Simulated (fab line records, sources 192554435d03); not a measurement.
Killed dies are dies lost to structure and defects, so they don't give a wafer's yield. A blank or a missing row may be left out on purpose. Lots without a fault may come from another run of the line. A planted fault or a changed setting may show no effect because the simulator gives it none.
Chamber matching | flow n5_finfet | N5_FIN_SAQP_SPACER1_ALD_24 on ald_sin-04: 4 sister chambers
The step deposits SiO2, target thk 20.3 nm, pulse time 1 s, purge time 2 s. 4 wafers are shown with their chamber, then 8 later ones without.

WAFERS WITH THEIR CHAMBER
wafer  | chamber | heater_power_w (W)
L084.6 | 3       | 414
L087.4 | 2       | 521
L087.6 | 0       | 547
L088.1 | 1       | 542

WAFERS WITHOUT THEIR CHAMBER
wafer  | heater_power_w (W)
L088.3 | 530
L088.5 | 565
L091.2 | 404
L091.3 | 548
L091.4 | 523
L096.2 | 520
L096.5 | 569
L096.6 | 529

WHICH CHAMBER EACH WENT THROUGH
wafer  | from the rows above          | in truth
L088.3 | can't be placed: 2 or 1 or 0 | 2
L088.5 | can't be placed: 0 or 1      | 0
L091.2 | 3                            | 3
L091.3 | can't be placed: 0 or 1      | 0
L091.4 | can't be placed: 2 or 1 or 0 | 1
L096.2 | can't be placed: 2 or 1      | 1
L096.5 | can't be placed: 0 or 1      | 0
L096.6 | can't be placed: 2 or 1 or 0 | 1
Placed correctly: 1 of 8. Can't be placed from these rows: 7 (the true chamber is among the candidates in 7). Placed wrongly: 0.
How it was worked out, from the rows above alone: a wafer's distance from a chamber is the root of the sum, over the readings, of the square of ((its reading less the chamber's mean) divided by the reading's scatter). The wafer belongs to the nearest chamber; if the next one is less than 2 further off, it can't be placed. A chamber's mean is the mean of its shown wafers. The scatter: with one shown wafer a chamber, the root of the mean of the squares of how far each hidden wafer lies from its nearest shown one.
